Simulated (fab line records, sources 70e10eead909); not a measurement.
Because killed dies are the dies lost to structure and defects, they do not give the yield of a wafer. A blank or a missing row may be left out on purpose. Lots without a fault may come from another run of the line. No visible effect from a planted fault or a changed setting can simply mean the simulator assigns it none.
fab line records    flow nand_harc    part 1 of 2: steps 1 to 22 of 35
[record] lots = 5  wafers = 15  last_day = 23
route steps=1159 shown A_SGD_CUT@755 A_SLIT@779
lots untouched by any fault: they come from a run of this same line in which no faults occurred
start_h: start of the lot's first displayed wafer, in hours after the record's first day    wait_h: hours from the lot's prior step to this one    " the same as in the row above    L1.1+2: a single row standing in for several wafers    - no value, or no start given    * or withheld: withheld    < > ~ a bound
route shown NAME@n: names a module that has steps shown in the file, with the first one's number in the route    usual: the fault-free wafers' mean and standard deviation    same: alike in all rows    chamber/n: place in a boat    sites: the reading at each site    _std_site: standard deviation of those values    _edge_site: the outer-site mean with the inner-site mean subtracted    radius_mm: how far each site lies from the wafer's centre    mask NAME#n: copy n    behind: the most recent tool/chamber to have shaped the wafer    hold: reason for holding the lot/hours on hold/outcome of the hold    device: whichever transistor did not switch (one of n, p or np)    end of line: tests of these same wafers at the route's end    for a step that has no rows: nothing shown but its recipe    killed: dies that structure and defects cost at the first sort, which is not the same as the wafer's yield    map: shows each die of a wafer: x if killed, . if not, _ if none is there
set.NAME: the setting the step ran with; set.NAME@STEP: the setting that earlier step ran with    model.NAME: the simulator's own value behind a step, which no gauge read
lots at selected steps of the route; one table per step, one row per wafer
services: the hour from which a tool's chamber was out of use, counted from the record's first day as start_h (under 0 if before that day), plus the number of hours and why
[[steps]]
[step NHARC_A_SGD_CUT_EXPOSE_06]
[recipe] na = 1.35  dose_mj = 85.59  mask_id = SGD
lot.wafer   tool             chamber  start_h  wait_h  mask
L080.2+3+6  arfi_scanner-01  0        340.06   -       SGD#0
L081.1+5+6  arfi_scanner-02  0        342.04   -       SGD#0
L089.1+2+3  arfi_scanner-03  0        387.78   -       SGD#0
L085.1+2+6  arfi_scanner-02  0        387.94   -       SGD#0
L090.1+3+5  arfi_scanner-02  0        409.83   -       SGD#0
[step NHARC_A_SGD_CUT_PEB_07]
[recipe] peb_temp_c = 100  peb_time_s = 65
[usual] heater_power_total_W = 156.6/0.4
lot.wafer  tool            chamber  start_h  wait_h  heater_power_total_W
L080.2     litho_track-01  0        340.11   0.1     156.8
L080.3     "               0        "        "       157.0
L080.6     "               0        "        "       156.9
L081.1     litho_track-01  0        342.11   0.1     157.2
L081.5     "               0        "        "       156.9
L081.6     "               0        "        "       156.8
L089.1     litho_track-04  0        387.84   0.1     157.2
L089.2     "               0        "        "       156.6
L089.3     "               0        "        "       157.2
L085.1     litho_track-04  0        388.01   0.1     157.1
L085.2     "               0        "        "       157.1
L085.6     "               0        "        "       157.2
L090.1     litho_track-01  0        409.89   0.1     157.2
L090.3     "               0        "        "       156.7
L090.5     "               0        "        "       156.3
[step NHARC_A_SGD_CUT_DEVELOP_08]
[recipe] develop_time_s = 35  dev_temp_c = 23
lot.wafer   tool            chamber  start_h  wait_h
L080.2+3+6  litho_track-01  0        -        -
L081.1+5+6  litho_track-01  0        -        -
L089.1+2+3  litho_track-04  0        -        -
L085.1+2+6  litho_track-04  0        -        -
L090.1+3+5  litho_track-01  0        -        -
[step NHARC_A_SGD_CUT_CD_MEAS_09]
[recipe] target_cd_nm = 100  landing_energy_ev = 500
[usual] cd_nm = 99.9/0.54
lot.wafer  tool       chamber  start_h  wait_h  cd_nm
L080.2     cd_sem-01  0        340.20   -       99.6
L080.3     "          0        "        "       100.3
L080.6     "          0        "        "       99.9
L081.1     cd_sem-02  0        342.19   -       99.5
L081.5     "          0        "        "       100.0
L081.6     "          0        "        "       100.1
L089.1     cd_sem-03  0        387.92   -       99.4
L089.2     "          0        "        "       100.0
L089.3     "          0        "        "       100.4
L085.1     cd_sem-02  0        388.08   -       100.4
L085.2     "          0        "        "       99.8
L085.6     "          0        "        "       100.2
L090.1     cd_sem-03  0        409.96   -       100.0
L090.3     "          0        "        "       99.3
L090.5     "          0        "        "       99.4
[step NHARC_A_SGD_CUT_OVL_MEAS_10]
[usual] overlay_x_nm = -0.3/0.73  overlay_y_nm = 0.1/0.82
lot.wafer  tool        chamber  start_h  wait_h  overlay_x_nm  overlay_y_nm
L080.2     overlay-02  -        340.29   -       -0.3          0.4
L080.3     "           -        "        "       -0.5          -0.2
L080.6     "           -        "        "       -0.5          0.0
L081.1     overlay-01  -        342.28   -       -0.4          1.0
L081.5     "           -        "        "       -0.3          1.5
L081.6     "           -        "        "       -0.4          0.8
L089.1     overlay-02  -        388.01   -       -0.8          -1.2
L089.2     "           -        "        "       -0.3          -1.2
L089.3     "           -        "        "       -0.5          -1.5
L085.1     overlay-01  -        388.17   -       -1.1          0.4
L085.2     "           -        "        "       -0.8          0.3
L085.6     "           -        "        "       -0.6          0.2
L090.1     overlay-01  -        410.07   -       -0.8          -0.6
L090.3     "           -        "        "       -0.4          -0.9
L090.5     "           -        "        "       -0.7          -0.6
[step NHARC_A_SGD_CUT_INSPECT_11]
[usual] raw_defect_count = 19/9
lot.wafer  tool               chamber  start_h  wait_h  raw_defect_count
L080.2     defect_inspect-02  -        340.32   0.0     10
L080.3     "                  -        "        "       8
L080.6     "                  -        "        "       8
L081.1     defect_inspect-02  -        342.32   0.0     26
L081.5     "                  -        "        "       26
L081.6     "                  -        "        "       22
L089.1     defect_inspect-01  -        388.05   0.0     24
L089.2     "                  -        "        "       28
L089.3     "                  -        "        "       20
L085.1     defect_inspect-01  -        388.21   0.0     11
L085.2     "                  -        "        "       7
L085.6     "                  -        "        "       13
L090.1     defect_inspect-02  -        410.11   0.0     36
L090.3     "                  -        "        "       39
L090.5     "                  -        "        "       45
[step NHARC_A_SGD_CUT_DESCUM_14]
[recipe] time_s = 3  o2_flow_sccm = 200  ar_flow_sccm = 0  bias_power_w = 0  chemistry = O2
[usual] drypump_motor_current_A = 5.7/0.46  oes_product_au = 0.994/0.011  rf_vpp_V = 57.9/0.86  showerhead_plenum_p_Torr = 1.91/0.079  throttle_valve_pct = 11.311/0.0097
lot.wafer  tool         chamber  start_h  wait_h  drypump_motor_current_A  oes_product_au  rf_hours_counter_h  rf_vpp_V  showerhead_plenum_p_Torr  throttle_valve_pct
L080.2     rie_diel-07  0        340.40   0.1     6.3                      0.990           10                  59.7      2.00                      11.306
L080.3     "            1        "        "       4.9                      1.009           10                  57.6      1.82                      11.312
L080.6     "            3        "        "       5.3                      0.989           -                   57.7      1.94                      11.309
L081.1     rie_diel-11  1        342.39   0.1     5.7                      0.989           13                  58.0      1.93                      11.307
L081.6     "            0        "        "       6.6                      0.996           -                   57.8      1.80                      11.317
L081.5     "            1        "        "       5.7                      0.995           -                   57.5      1.93                      11.299
L089.2     rie_diel-10  3        388.11   0.1     5.5                      0.996           3                   57.3      1.84                      11.306
L089.3     "            0        "        "       5.2                      1.000           3                   59.9      2.04                      11.303
L089.1     "            1        "        "       5.4                      0.994           2                   56.1      2.05                      11.319
L085.1     rie_diel-07  0        388.28   0.1     6.3                      0.990           15                  58.4      1.99                      11.311
L085.2     "            1        "        "       4.9                      0.996           15                  57.3      1.82                      11.324
L085.6     "            0        "        "       6.3                      0.992           -                   57.3      1.99                      11.290
L090.1     rie_diel-11  2        410.18   0.1     5.8                      0.984           3                   58.6      1.97                      11.324
L090.3     "            3        "        "       5.8                      0.980           4                   57.6      1.95                      11.323
L090.5     "            2        "        "       5.8                      0.986           -                   57.9      1.97                      11.289
[step NHARC_A_SGD_CUT_ETCH_58]
[recipe] target_depth_a = 390  over_etch_frac = 0.3  time_s = 65  ion_energy_ev = 80  cf4_flow_sccm = 150  ar_flow_sccm = 0  rf_w = 300  bias_w = 100  chemistry = CF4
[usual] drypump_motor_current_A = 5.7/0.46  oes_product_au = 0.998/0.011  rf_vpp_V = 151.3/1.1  showerhead_plenum_p_Torr = 1.77/0.069  throttle_valve_pct = 13.283/0.0096
lot.wafer  tool         chamber  start_h  wait_h  drypump_motor_current_A  oes_product_au  rf_hours_counter_h  rf_vpp_V  showerhead_plenum_p_Torr  throttle_valve_pct
L080.3     rie_diel-07  0        340.47   0.1     6.3                      0.990           10                  151.7     1.84                      13.276
L080.2     "            1        "        "       4.9                      1.012           10                  149.9     1.69                      13.275
L080.6     "            1        "        "       4.9                      1.010           -                   149.5     1.69                      13.272
L081.1     rie_diel-11  2        342.46   0.1     5.8                      0.996           13                  151.2     1.82                      13.280
L081.6     "            2        "        "       5.8                      0.988           -                   152.9     1.82                      13.288
L081.5     "            3        "        "       5.8                      0.986           -                   151.7     1.80                      13.302
L089.2     rie_diel-10  2        388.19   0.1     5.4                      0.990           2                   149.9     1.70                      13.293
L089.3     "            3        "        "       5.6                      0.998           3                   151.2     1.71                      13.276
L089.1     "            1        "        "       5.4                      1.013           2                   152.0     1.89                      13.280
L085.2     rie_diel-07  2        388.36   0.1     5.4                      1.014           13                  149.9     1.72                      13.280
L085.1     "            3        "        "       5.3                      1.003           16                  152.4     1.79                      13.286
L085.6     "            2        "        "       5.3                      1.016           -                   150.2     1.72                      13.277
L090.3     rie_diel-11  3        410.27   0.1     5.8                      0.979           4                   152.3     1.79                      13.285
L090.1     "            0        "        "       6.6                      0.989           4                   148.9     1.67                      13.302
L090.5     "            0        "        "       6.5                      0.998           -                   149.1     1.67                      13.283
[step NHARC_A_SGD_CUT_ETCH_59]
[recipe] target_depth_a = 2600  over_etch_frac = 0.25  time_s = 406.25  ion_energy_ev = 200  n2_flow_sccm = 150  h2_flow_sccm = 150  ar_flow_sccm = 0  rf_w = 400  bias_w = 150  chemistry = N2/H2
[usual] drypump_motor_current_A = 5.7/0.45  oes_product_au = 0.998/0.01  rf_vpp_V = 430.6/2.5  showerhead_plenum_p_Torr = 2.04/0.086  throttle_valve_pct = 14.172/0.0097
lot.wafer  tool         chamber  start_h  wait_h  drypump_motor_current_A  oes_product_au  rf_hours_counter_h  rf_vpp_V  showerhead_plenum_p_Torr  throttle_valve_pct
L080.3     rie_diel-07  1        -        -       4.9                      1.014           10                  426.7     1.94                      14.179
L080.2     "            3        "        "       5.3                      0.993           11                  430.1     2.07                      14.167
L080.6     "            1        "        "       4.9                      1.025           -                   426.5     1.94                      14.197
L081.1     rie_diel-11  2        -        -       5.8                      1.005           13                  431.5     2.10                      14.173
L081.5     "            1        "        "       5.7                      1.004           -                   431.9     2.05                      14.170
L081.6     "            2        "        "       5.8                      0.992           -                   431.4     2.10                      14.188
L089.2     rie_diel-10  2        -        -       5.4                      0.981           2                   426.4     1.95                      14.165
L089.1     "            3        "        "       5.6                      0.993           3                   428.3     1.96                      14.166
L089.3     "            1        "        "       5.4                      0.991           2                   433.8     2.19                      14.180
L085.1     rie_diel-07  1        -        -       4.9                      1.012           15                  427.9     1.93                      14.159
L085.2     "            0        "        "       6.3                      1.006           15                  432.5     2.13                      14.160
L085.6     "            1        "        "       4.9                      1.020           -                   427.0     1.93                      14.168
L090.1     rie_diel-11  0        -        -       6.5                      0.990           4                   425.3     1.92                      14.178
L090.3     "            3        "        "       5.8                      0.984           4                   430.6     2.07                      14.172
L090.5     "            3        "        "       5.8                      0.990           -                   432.2     2.07                      14.184
[step NHARC_A_SGD_CUT_ETCH_15]
[recipe] target_depth_a = 750  time_s = 64.3  ch3f_flow_sccm = 50  o2_flow_sccm = 30  ar_flow_sccm = 200  rf_w = 500  bias_w = 100  chemistry = CH3F/O2
[usual] drypump_motor_current_A = 5.7/0.44  oes_product_au = 0.960/0.017  rf_vpp_V = 264.0/1.6  showerhead_plenum_p_Torr = 2.47/0.097  throttle_valve_pct = 20.663/0.0094
lot.wafer  tool         chamber  start_h  wait_h  drypump_motor_current_A  oes_product_au  rf_hours_counter_h  rf_vpp_V  showerhead_plenum_p_Torr  throttle_valve_pct
L080.2     rie_diel-07  1        -        -       4.9                      0.994           10                  262.4     2.34                      20.662
L080.3     "            3        "        "       5.3                      0.965           11                  265.3     2.50                      20.656
L080.6     "            1        "        "       4.9                      0.991           -                   261.4     2.34                      20.649
L081.1     rie_diel-11  1        -        -       5.7                      0.956           13                  265.7     2.48                      20.669
L081.5     "            0        "        "       6.6                      0.957           -                   261.3     2.32                      20.676
L081.6     "            1        "        "       5.7                      0.963           -                   263.5     2.47                      20.653
L089.3     rie_diel-10  0        -        -       5.3                      0.940           3                   266.2     2.62                      20.663
L089.1     "            1        "        "       5.4                      0.929           2                   264.6     2.63                      20.643
L089.2     "            2        "        "       5.4                      0.924           2                   262.0     2.36                      20.655
L085.1     rie_diel-07  3        -        -       5.3                      0.961           16                  265.4     2.49                      20.662
L085.2     "            2        "        "       5.4                      0.984           14                  261.0     2.38                      20.662
L085.6     "            3        "        "       5.3                      0.958           -                   263.4     2.49                      20.662
L090.1     rie_diel-11  2        -        -       5.8                      0.963           4                   266.2     2.53                      20.668
L090.3     "            0        "        "       6.6                      0.958           5                   262.4     2.32                      20.654
L090.5     "            3        "        "       5.8                      0.947           -                   263.6     2.50                      20.664
[step NHARC_A_SGD_CUT_ETCH_16]
[recipe] target_depth_a = 3105  time_s = 155.2  c4f8_flow_sccm = withheld  o2_flow_sccm = 8  ar_flow_sccm = withheld  rf_w = 600  bias_w = 800  chemistry = C4F8/O2/Ar
[usual] oes_product_au = 0.971/0.014  rf_vpp_V = 723/4.3
lot.wafer  tool         chamber  start_h  wait_h  oes_product_au  rf_hours_counter_h  rf_vpp_V
L080.2     rie_diel-07  2        -        -       0.991           9                   720
L080.3     "            3        "        "       0.996           11                  724
L080.6     "            0        "        "       0.994           -                   727
L081.1     rie_diel-11  0        -        -       0.963           13                  717
L081.5     "            0        "        "       0.969           -                   718
L081.6     "            1        "        "       0.970           -                   724
L089.3     rie_diel-10  1        -        -       0.945           2                   729
L089.2     "            2        "        "       0.938           2                   719
L089.1     "            3        "        "       0.941           3                   720
L085.1     rie_diel-07  3        -        -       0.973           16                  725
L085.2     "            1        "        "       0.987           15                  718
L085.6     "            2        "        "       0.993           -                   721
L090.3     rie_diel-11  3        -        -       0.973           5                   725
L090.1     "            2        "        "       0.976           4                   726
L090.5     "            3        "        "       0.980           -                   725
[step NHARC_A_SGD_CUT_STRIP_60]
[recipe] c4f8_flow_sccm = withheld  o2_flow_sccm = 8  ar_flow_sccm = withheld  bias_w = 0  chemistry = C4F8/O2/Ar
lot.wafer   tool         chamber  start_h  wait_h
L080.3+2+6  rie_diel-07  0,2,3    -        -
L081.1+5+6  rie_diel-11  3,0,1    -        -
L089.1+2+3  rie_diel-10  2,3,0    -        -
L085.2+1+6  rie_diel-07  1,2,3    -        -
L090.3+1+5  rie_diel-11  2,3,2    -        -
[step NHARC_A_SGD_CUT_STRIP_17]
[recipe] o2_flow_sccm = 500  ar_flow_sccm = 0  bias_w = 0  chemistry = O2
[usual] drypump_motor_current_A = 5.7/0.45  oes_product_au = 0.998/0.0092  rf_vpp_V = 57.7/0.88  showerhead_plenum_p_Torr = 3.54/0.14  throttle_valve_pct = 17.035/0.0093
lot.wafer  tool         chamber  start_h  wait_h  drypump_motor_current_A  oes_product_au  rf_hours_counter_h  rf_vpp_V  showerhead_plenum_p_Torr  throttle_valve_pct
L080.3     rie_diel-07  1        -        -       4.9                      1.007           11                  57.3      3.37                      17.023
L080.2     "            2        "        "       5.4                      0.998           9                   58.0      3.43                      17.033
L080.6     "            0        "        "       6.3                      0.991           -                   59.4      3.67                      17.053
L081.1     rie_diel-11  0        -        -       6.5                      0.996           13                  57.9      3.34                      17.034
L081.5     "            0        "        "       6.6                      1.002           -                   57.6      3.34                      17.036
L081.6     "            1        "        "       5.7                      1.000           -                   56.8      3.55                      17.023
L089.1     rie_diel-10  3        -        -       5.6                      0.995           3                   56.6      3.41                      17.022
L089.3     "            1        "        "       5.4                      0.988           2                   57.7      3.77                      17.029
L089.2     "            2        "        "       5.4                      0.996           2                   57.9      3.39                      17.029
L085.1     rie_diel-07  2        -        -       5.4                      1.000           14                  58.0      3.43                      17.040
L085.2     "            0        "        "       6.3                      0.999           15                  57.3      3.67                      17.040
L085.6     "            2        "        "       5.4                      1.004           -                   57.1      3.43                      17.034
L090.3     rie_diel-11  3        -        -       5.8                      0.991           5                   57.7      3.58                      17.041
L090.1     "            0        "        "       6.6                      1.000           5                   58.4      3.33                      17.055
L090.5     "            0        "        "       6.6                      0.990           -                   57.0      3.33                      17.028
[step NHARC_A_SGD_CUT_PRECLEAN_18]
[recipe] time_s = *  temp_c = 50  bath_age_min = 0  chemistry = SC1
lot.wafer   tool          chamber  start_h  wait_h
L080.2+6+3  wet_bench-03  0,3,4    341.59   -
L081.5+6+1  wet_bench-03  6,7,3    343.35   -
L089.2+3+1  wet_bench-03  6,7,2    389.09   -
L085.6+1+2  wet_bench-01  0,2,5    389.24   -
L090.5+1+3  wet_bench-07  2,3,7    411.61   -
[step NHARC_A_SGD_CUT_SRD_19]
lot.wafer   tool          chamber  start_h  wait_h
L080.2+6+3  wet_bench-03  0,3,4    -        -
L081.5+6+1  wet_bench-03  6,7,3    -        -
L089.2+3+1  wet_bench-03  6,7,2    -        -
L085.6+1+2  wet_bench-01  0,2,5    -        -
L090.5+1+3  wet_bench-07  2,3,7    -        -
[step NHARC_A_SGD_CUT_DEP_20]
[recipe] target_thk_a = 1500  temp_c = 65  material = SiO2
lot.wafer   tool     chamber  start_h  wait_h
L080.2+3+6  fcvd-02  1        341.76   -
L081.1+6+5  fcvd-01  0,1,0    343.52   -
L089.2+1+3  fcvd-02  0,1,1    389.22   -
L085.2+1+6  fcvd-01  1,0,0    389.39   -
L090.1+3+5  fcvd-02  1        411.77   -
[step NHARC_A_SGD_CUT_ANNEAL_27]
[recipe] temp_c = 450  time_s = 1800
lot.wafer   tool        chamber  start_h  wait_h
L080.2+3+6  furnace-05  0        344.36   2.6
L081.1+5+6  furnace-05  0        344.36   0.8
L085.1+2+6  furnace-08  0        392.54   3.1
L089.1+2+3  furnace-08  0        392.54   3.3
L090.1+3+5  furnace-08  0        416.63   4.8
[step NHARC_A_SGD_CUT_CMP_21]
[recipe] target_thk_nm = 148.19
[usual] edge_zone_pressure_frac = 1.000/0.0049  motor_current_A = 11.8/0.92  retaining_ring_pressure_frac = 1.000/0.0047  time_to_endpoint_s = 49.7/2.7
lot.wafer  tool    chamber  start_h  wait_h  edge_zone_pressure_frac  motor_current_A  retaining_ring_pressure_frac  time_to_endpoint_s
L080.2     cmp-01  3        345.86   0.4     1.009                    12.4             0.993                         46.4
L080.3     "       0        "        "       1.000                    11.6             1.003                         46.6
L080.6     "       1        "        "       1.001                    12.4             0.995                         53.6
L081.1     cmp-04  3        345.89   0.5     1.001                    10.3             1.007                         47.1
L081.5     "       0        "        "       1.008                    13.3             0.997                         53.9
L081.6     "       1        "        "       0.997                    11.4             1.001                         49.5
L089.2     cmp-04  3        393.98   0.4     1.000                    10.8             0.994                         49.9
L089.3     "       0        "        "       1.002                    13.0             0.999                         49.5
L089.1     "       1        "        "       1.006                    11.3             0.998                         49.7
L085.2     cmp-04  2        394.16   0.5     1.004                    12.4             0.997                         52.0
L085.1     "       3        "        "       1.002                    10.3             1.001                         49.3
L085.6     "       1        "        "       1.003                    10.8             0.994                         49.3
L090.3     cmp-04  3        418.11   0.4     1.004                    10.0             1.000                         51.4
L090.1     "       0        "        "       1.004                    12.6             1.010                         54.6
L090.5     "       3        "        "       1.000                    10.9             1.002                         49.7
[step NHARC_A_SGD_CUT_THK_MEAS_22]
[recipe] thk_meas_gauge = ellipsometry
[usual] thk_nm = 147.7/1.4
lot.wafer  tool           chamber  start_h  wait_h  thk_nm
L081.1     film_metro-01  -        346.07   0.2     149.0
L081.5     "              -        "        "       148.7
L081.6     "              -        "        "       149.5
L080.2     film_metro-02  -        346.07   0.2     148.3
L080.3     "              -        "        "       147.6
L080.6     "              -        "        "       148.5
L089.1     film_metro-02  -        394.24   0.2     144.9
L089.2     "              -        "        "       148.2
L089.3     "              -        "        "       144.8
L085.1     film_metro-02  -        394.39   0.2     148.6
L085.2     "              -        "        "       146.5
L085.6     "              -        "        "       148.1
L090.1     film_metro-01  -        418.33   0.2     149.9
L090.3     "              -        "        "       148.4
L090.5     "              -        "        "       146.5
[step NHARC_A_SGD_CUT_SRD_23]
lot.wafer   tool          chamber  start_h  wait_h
L081.1+5+6  wet_bench-03  6,1,3    346.11   0.0
L080.3+2+6  wet_bench-01  1,2,3    346.11   0.0
L089.3+2+1  wet_bench-07  7,2,3    394.28   0.0
L085.1+2+6  wet_bench-07  0,2,3    394.44   0.0
L090.1+5+3  wet_bench-07  5,7,0    418.38   0.0
[step NHARC_A_SGD_CUT_ETCH_26]
[recipe] target_depth_a = 458  chemistry = dHF  material = SiO2
lot.wafer   tool          chamber  start_h  wait_h
L081.1+5+6  wet_bench-03  6,1,3    346.13   0.0
L080.3+2+6  wet_bench-01  1,2,3    346.13   0.0
L089.3+2+1  wet_bench-07  7,2,3    394.31   0.0
L085.1+2+6  wet_bench-07  0,2,3    394.47   0.0
L090.1+5+3  wet_bench-07  5,7,0    418.41   0.0
[step NHARC_A_SGD_CUT_ETCHBACK_24]
[recipe] target_depth_a = 500  over_etch_frac = 0.3  time_s = 92.857  ion_energy_ev = 120  ch3f_flow_sccm = 50  o2_flow_sccm = 30  ar_flow_sccm = 200  rf_w = 500  bias_w = 100  chemistry = CH3F/O2
[usual] drypump_motor_current_A = 5.5/0.4  oes_product_au = 0.96/0.037  rf_vpp_V = 244.3/1.8  showerhead_plenum_p_Torr = 2.46/0.11  throttle_valve_pct = 20.663/0.0085
lot.wafer  tool         chamber  start_h  wait_h  drypump_motor_current_A  oes_product_au  rf_hours_counter_h  rf_vpp_V  showerhead_plenum_p_Torr  throttle_valve_pct
L080.3     rie_diel-10  1        346.29   0.2     5.4                      1.00            8                   247.0     2.63                      20.666
L080.2     "            2        "        "       5.4                      0.99            10                  242.3     2.36                      20.662
L080.6     "            1        "        "       5.4                      1.01            -                   247.6     2.63                      20.665
L081.1     rie_diel-07  3        346.31   0.2     5.3                      1.00            12                  244.5     2.50                      20.671
L081.6     "            1        "        "       4.9                      1.01            -                   243.3     2.34                      20.659
L081.5     "            2        "        "       5.4                      1.00            -                   243.3     2.39                      20.664
L089.3     rie_diel-10  3        394.46   0.1     5.5                      0.93            3                   242.5     2.37                      20.670
L089.1     "            0        "        "       5.3                      0.94            3                   247.5     2.62                      20.665
L089.2     "            1        "        "       5.4                      0.93            2                   245.6     2.63                      20.665
L085.1     rie_diel-07  2        394.63   0.2     5.3                      0.92            14                  241.8     2.38                      20.662
L085.2     "            0        "        "       6.3                      0.91            16                  245.5     2.56                      20.667
L085.6     "            0        "        "       6.3                      0.92            -                   244.4     2.56                      20.669
L090.1     rie_diel-10  2        418.56   0.1     5.4                      0.99            5                   243.0     2.36                      20.668
L090.3     "            3        "        "       5.6                      0.99            6                   242.8     2.37                      20.657
L090.5     "            2        "        "       5.4                      0.99            -                   241.6     2.36                      20.684
